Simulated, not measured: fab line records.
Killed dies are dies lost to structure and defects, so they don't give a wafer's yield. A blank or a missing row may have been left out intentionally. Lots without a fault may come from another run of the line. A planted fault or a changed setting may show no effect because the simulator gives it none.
Which tool was responsible?    flow nandHarc    13 lots, 39 wafers sampled, at 5 steps of a route of 1302

== WHAT THE GAUGES SHOWED, per wafer ==
NHARC_END_SORT_01.
lot   measured      on         killedAtArray  killedAtOther  killedAtPeriphery  killedDies  killedOpen  killedShort
L345  day 31 16:08  prober-02  39 32 40       2 0 2          1 3 2              42 35 44    9 4 1       2 5 3

== TOOL THAT RAN EACH LOT (tool first, then ch and the chambers of the sampled wafers, then the start) ==
lot   NHARC_P_ZERO_WELL_DESCUM_39        NHARC_P_ZERO_WELL_RTA_42         NHARC_P_STI_EXPOSE_06             NHARC_P_STI_ETCH_15
L327  rieDiel-13 ch 0,1,3, day 2 01:01   rtpAnneal-01 ch 0, day 2 03:37   krfScanner-03 ch 0, day 2 22:53   rieSi-04 ch 1,2, day 2 23:34
L328  rieDiel-11 ch 1,2, day 2 10:17     rtpAnneal-02 ch 0, day 2 13:00   krfScanner-02 ch 0, day 3 08:11   rieSi-04 ch 0,3, day 3 08:52
L329  rieDiel-11 ch 0,2,3, day 2 20:23   rtpAnneal-02 ch 0, day 2 22:53   krfScanner-04 ch 0, day 3 15:32   rieSi-02 ch 1,2,3, day 3 16:13
L330  rieDiel-11 ch 2,3, day 3 06:08     rtpAnneal-01 ch 0, day 3 08:44   krfScanner-02 ch 0, day 3 23:52   rieSi-04 ch 2,3, day 4 00:33
L332  rieDiel-11 ch 1,3, day 4 03:29     rtpAnneal-01 ch 0, day 4 06:11   krfScanner-02 ch 0, day 4 21:02   rieSi-04 ch 1,3, day 4 21:43
L333  rieDiel-08 ch 0,2,3, day 4 12:56   rtpAnneal-02 ch 0, day 4 15:47   krfScanner-02 ch 0, day 5 09:11   rieSi-04 ch 0,1,3, day 5 09:54
L334  rieDiel-13 ch 0,1,3, day 5 02:26   rtpAnneal-01 ch 0, day 5 05:12   krfScanner-03 ch 0, day 5 20:50   rieSi-02 ch 0,1,2, day 5 21:32
L336  rieDiel-11 ch 1,2,3, day 5 18:17   rtpAnneal-02 ch 0, day 5 20:45   krfScanner-03 ch 0, day 6 14:07   rieSi-04 ch 0,2,3, day 6 14:51
L343  rieDiel-13 ch 0,2,3, day 8 16:09   rtpAnneal-01 ch 0, day 8 18:42   krfScanner-02 ch 0, day 9 10:22   rieSi-04 ch 0,1,3, day 9 11:03
L345  rieDiel-08 ch 0,2,3, day 9 12:28   rtpAnneal-01 ch 0, day 9 14:57   krfScanner-04 ch 0, day 10 06:45  rieSi-01 ch 2,3, day 10 07:26
L346  rieDiel-08 ch 1,3, day 9 22:08     rtpAnneal-02 ch 0, day 10 00:52  krfScanner-04 ch 0, day 10 23:13  rieSi-04 ch 2,3, day 10 23:54
L348  rieDiel-11 ch 0,2,3, day 10 18:15  rtpAnneal-01 ch 0, day 10 21:24  krfScanner-04 ch 0, day 11 13:58  rieSi-02 ch 0,2,3, day 11 14:40
L350  rieDiel-08 ch 2,3, day 11 14:31    rtpAnneal-01 ch 0, day 11 17:09  krfScanner-02 ch 0, day 12 12:01  rieSi-04 ch 2,3, day 12 12:43
- NHARC_P_ZERO_WELL_DESCUM_39: chemistry O2, time 3 s.
- NHARC_P_ZERO_WELL_RTA_42: time 300 s.
- NHARC_P_STI_EXPOSE_06: exposes mask P STI, target cd 200 nm.
- NHARC_P_STI_ETCH_15: etches the open film in HBr/Cl2, target depth 300 nm, time 100.1 s.

== WHAT THE TOOLS THEMSELVES READ (means of the sampled wafers that have a number; where no wafer has one, the mark that the record gives instead) ==
NHARC_P_ZERO_WELL_DESCUM_39.
lot   tool        drypumpMotorCurrentA (A)  oesProductAu (a.u.)  rfVppV (V)  showerheadPlenumPTorr (Torr)  throttleValvePct (%)
L327  rieDiel-13  5.9                       1.000                57.6        1.92                          11.314
L328  rieDiel-11  6.3                       1.003                58.0        1.91                          11.308
L329  rieDiel-11  6.3                       0.999                58.1        1.91                          11.304
L330  rieDiel-11  6.4                       0.992                58.2        1.94                          11.312
L332  rieDiel-11  6.1                       0.983                57.8        1.95                          11.306
L333  rieDiel-08  5.5                       1.000                57.5        1.85                          11.301
L334  rieDiel-13  5.9                       0.993                58.0        1.91                          11.309
L336  rieDiel-11  6.3                       0.989                57.2        1.92                          11.307
L343  rieDiel-13  5.6                       1.007                58.1        1.89                          11.314
L345  rieDiel-08  5.6                       0.999                58.5        1.94                          11.311
L346  rieDiel-08  6.4                       0.997                58.6        2.02                          11.302
L348  rieDiel-11  6.3                       0.996                56.8        1.89                          11.303
L350  rieDiel-08  6.0                       0.993                58.2        2.03                          11.319

NHARC_P_ZERO_WELL_RTA_42.
lot   tool          lampPowerPct (%)  wafer_temp_C_max
L327  rtpAnneal-01  35.8              1103.0
L328  rtpAnneal-02  40.7              1103.9
L329  rtpAnneal-02  40.7              1104.2
L330  rtpAnneal-01  35.7              1103.3
L332  rtpAnneal-01  35.7              1103.8
L333  rtpAnneal-02  40.8              1104.0
L334  rtpAnneal-01  35.8              1103.4
L336  rtpAnneal-02  40.8              1103.6
L343  rtpAnneal-01  35.7              1102.6
L345  rtpAnneal-01  35.7              1103.1
L346  rtpAnneal-02  40.8              1103.5
L348  rtpAnneal-01  35.7              1102.6
L350  rtpAnneal-01  35.7              1102.3

NHARC_P_STI_ETCH_15.
lot   tool      drypumpMotorCurrentA (A)  heBacksideLeakSccm (sccm)  oesProductAu (a.u.)  throttleValvePct (%)
L327  rieSi-04  6.2                       2.95                       1.006                26.399
L328  rieSi-04  6.1                       2.63                       0.999                26.412
L329  rieSi-02  5.4                       2.59                       1.005                26.408
L330  rieSi-04  6.2                       2.87                       1.007                26.414
L332  rieSi-04  6.7                       2.78                       1.009                26.401
L333  rieSi-04  6.1                       2.75                       1.013                26.413
L334  rieSi-02  5.7                       2.57                       1.007                26.409
L336  rieSi-04  5.9                       2.83                       1.010                26.405
L343  rieSi-04  6.1                       2.82                       1.001                26.405
L345  rieSi-01  5.7                       2.72                       0.989                26.416
L346  rieSi-04  6.2                       2.98                       0.998                26.406
L348  rieSi-02  5.8                       2.83                       0.998                26.408
L350  rieSi-04  6.2                       3.05                       0.999                26.417

== THE ANSWER, worked out from the rows above alone ==
Rule: the usual values come from the lots themselves. Put in order of their means at a reading, lots are off if they are a third of the lots or fewer, leave a main group of 4 or more, and stand apart from it by a gap of 3 or more times the standard deviation of the main group's means; of several such gaps the widest counts. The tables above print the reading to a certain number of digits; a main group whose means all agree to those digits is not used. A lot without any number at a reading at which 4 lots or more have one is off too. Where the step has rows for the other lots, those lots are counted as sound. Order of review: gauges by route order, followed by the tools' own readings, for which a lot's mean as printed above is used. The first step at which some lot is off is used, and at that step the reading that is off furthest; a lot without a number counts as furthest.
None of the lots is off at any reading shown; this tells nothing.

== WHAT WAS PUT IN BY THE SIMULATOR ==
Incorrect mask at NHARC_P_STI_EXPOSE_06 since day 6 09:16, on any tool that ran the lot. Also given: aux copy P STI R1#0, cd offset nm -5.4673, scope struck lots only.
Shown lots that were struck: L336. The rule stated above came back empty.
